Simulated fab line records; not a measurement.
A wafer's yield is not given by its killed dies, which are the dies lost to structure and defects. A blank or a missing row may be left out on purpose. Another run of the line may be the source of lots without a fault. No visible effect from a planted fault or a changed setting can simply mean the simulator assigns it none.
A lot that was struck, set against a sound lot	flow n5Finfet	38 steps out of a route of 1938
Sound: wafers L990.1, L990.2, L990.5. Wafers L981.1, L981.2, L981.6 were the ones struck. The cause comes at the end.
For every step that has rows: the tool of each side, followed by ch and its chambers, followed by its first start. Under that, the readings that differ: sound wafers	struck wafers	difference of the means	sigmas: that difference in standard deviations of wafers without a fault.
alike: a reading whose means differ by less than 2 such deviations, as well as words and numbers matching on both sides. not compared: withheld readings; readings where some wafer has no value; bounds like >300 that might hide an equal value; numbers whose values overlap and for which the record gives no deviation.
Wherever a step has rows on one side only, a row that says differs or no value, or a row with sigmas, the two part there. Non-overlapping numbers with no deviation appear without sigmas and do not part them. Lack of a reading on every wafer of one side parts them only where that side has two or more wafers.

first, 9 steps without rows for these wafers: N5_BEOL_M4_ANNEAL_95 (time 240 s); N5_BEOL_M4_SPUTTER_96 (material Cu, target thk 4.5 nm, time 8.29 s); N5_BEOL_M4_ECD_50 (material Cu, target thk 300 nm); N5_BEOL_M4_ANNEAL_51 (time 90 s); N5_BEOL_M4_CMP_52 (polishes, stops on SiOC, t overpolish 6.8 s, target thk 40 nm); N5_BEOL_M4_PRE_CLEAN_60 (time 15 s); N5_BEOL_M4_CO_CAP_55 (material Co, precursor CCTBA/H2, target thk 2 nm, time 102.1 s); N5_BEOL_M4_PRE_CLEAN_56 (time 15 s); N5_BEOL_M4_DEP_57 (deposits SiCN from 3MS/NH3, target thk 8 nm, time 14 s).
N5_BEOL_M4_RC_MEAS_101:
  sound on prober-02 ch 0, day 13 04:02; struck on prober-01 ch 0, day 9 06:33
reading	sound	struck	difference	sigmas
SS_P (mV/dec)	73.1 74.3 72.9	72.6 71.9 71.7	-1.4	-2
  alike: DIBL_N, DIBL_P, IOFF_N, IOFF_P, ION_N, ION_P, SS_N, VT_N, VT_P
then, 24 steps without rows for these wafers: N5_BEOL_M5_ILD_DEP_00 (deposits SiCOH lowk from DEMS/porogen, target thk 140.64 nm, time 25.9 s); N5_BEOL_M5_CURE_79 (cures SiCOH lowk, time 240 s); N5_BEOL_M5_PECVD_70 (deposits SiO2 from TEOS/O2, target thk 16 nm, time 18 s); N5_BEOL_M5_HM_DEP_02 (deposits TiN, target thk 20 nm); N5_BEOL_M5_COAT_59 (time 60 s, resist thk 60 nm); N5_BEOL_M5_COAT_60 (time 60 s, resist thk 12 nm); N5_BEOL_M5_COAT_71 (time 60 s, resist thk 5 nm); N5_BEOL_M5_COAT_05 (resist thk 30 nm); N5_BEOL_M5_EBR_07; N5_BEOL_M5_SOFTBAKE_06 (time 60 s); N5_BEOL_M5_EXPOSE_08 (exposes mask M5, target cd 28 nm); N5_BEOL_M5_PEB_09 (peb time 60 s); N5_BEOL_M5_DEVELOP_10 (develop time 30 s); N5_BEOL_M5_DESCUM_16 (chemistry O2, time 7 s); N5_BEOL_M5_ETCH_72 (etches underlayer in N2/H2, target depth 6.5 nm, time 5.2 s); N5_BEOL_M5_ETCH_61 (etches SiARC in CF4, target depth 15.6 nm, time 26 s); N5_BEOL_M5_ETCH_62 (etches SOC in N2/H2, target depth 75 nm, overetch 15 nm, time 112.5 s); N5_BEOL_M5_STRIP_63 (strips in N2/H2); N5_BEOL_M5_STRIP_73 (strips in N2/H2); N5_BEOL_M5_STRIP_64 (strips in CF4); N5_BEOL_M5_HM_OPEN_17 (chemistry Cl2/BCl3, target TiN, target depth 20 nm, overetch 6 nm); N5_BEOL_M5_STRIP_19 (strips in O2); N5_BEOL_M5_COAT_65 (time 60 s, resist thk 60 nm); N5_BEOL_M5_COAT_66 (time 60 s, resist thk 12 nm).
N5_BEOL_M8_TRENCH_ETCH_37: etches SiCOH lowk in C4F6/O2, target depth 93.478 nm, time 31.2 s.
  sound on rieDiel-01 ch 0,2,3, day 14 14:17; struck on rieDiel-06 ch 1,3, day 10 20:15
  no value came back on the struck wafers for any of 7 readings (C4F6_flow_sccm (sccm), O2_flow_sccm (sccm) and others); on the sound wafers C4F6_flow_sccm (sccm) reads 10.026 9.982 10.044
reading	sound	struck	difference	sigmas
model.TiN_of_BEOL_M8_HM_DEP_02.thkNm (nm)	17.4 17.6 17.4	19.6 19.6 19.6	+2.1	
  not compared: rfHoursCounterH
N5_BEOL_M8_OCD_MEAS_38:
  struck on ocd-01, day 10 20:24; sound on ocd-02, day 14 14:27
reading	sound	struck	difference	sigmas
trenchDepthNm (nm)	92.7 95.2 92.1	0.1 0 0	-93.3	-52
N5_BEOL_M8_CMP_52: polishes, stops on SiCOH lowk, t overpolish 6.9 s, target thk 80 nm.
  sound on cmp-03 ch 0,1, day 14 18:57; struck on cmp-04 ch 0,1,2, day 10 23:29
reading	sound	struck	difference	sigmas
motorCurrentA (A)	5.6 6.6 6.8	5.9 5.0 5.4	-0.9	-2
model.Cu_of_BEOL_M8_ECD_50.thkNm (nm)	78.8 82.4 79.4	0 0 0.2	-80	
  alike: edgeZonePressureFrac, slurryFilterDpKPa
  not compared: padLifeWafers
-- a jump in the record: the struck wafers' starts before and after are 2 days apart (it breaks off in module BEOL_M8 and resumes in module PASSIVATION, where the first step shown is number 1936 of the route) --
N5_PASSIVATION_PROBE_49:
  struck on prober-01, day 13 10:03; sound on prober-01, day 17 15:34
reading	sound	struck	difference	sigmas
defectLimitedYield (%)	91.4 90.4 92.4	0 0 0	-91	-65
killed_at_M0_to_M3	30 32 17	70 36 41	+23	+2
killed_at_M4_up	14 17 14	1063 1083 1088	+1063	+99 or more
killedDies	101 113 90	1180 1180 1180	+1079	+63
killedOnRim	16 16 13	152 152 152	+137	+32
sort_bin_5_function (%)	4.7 5.0 4.8	95.9 96.3 96.8	+91.5	+94
sortNPass	1079 1067 1090	0 0 0	-1079	-63
sortYieldPct (%)	91.4 90.4 92.4	0 0 0	-91	-65
  alike: killedAtContacts, killedAtFrontEnd, killedAtOther, killedOpen, killedShort, sort_bin_6_memory

## WHERE THEY PART
At N5_BEOL_M4_RC_MEAS_101 first; at N5_PASSIVATION_PROBE_49 last (within this record only).

WHY: whatever the simulator had introduced
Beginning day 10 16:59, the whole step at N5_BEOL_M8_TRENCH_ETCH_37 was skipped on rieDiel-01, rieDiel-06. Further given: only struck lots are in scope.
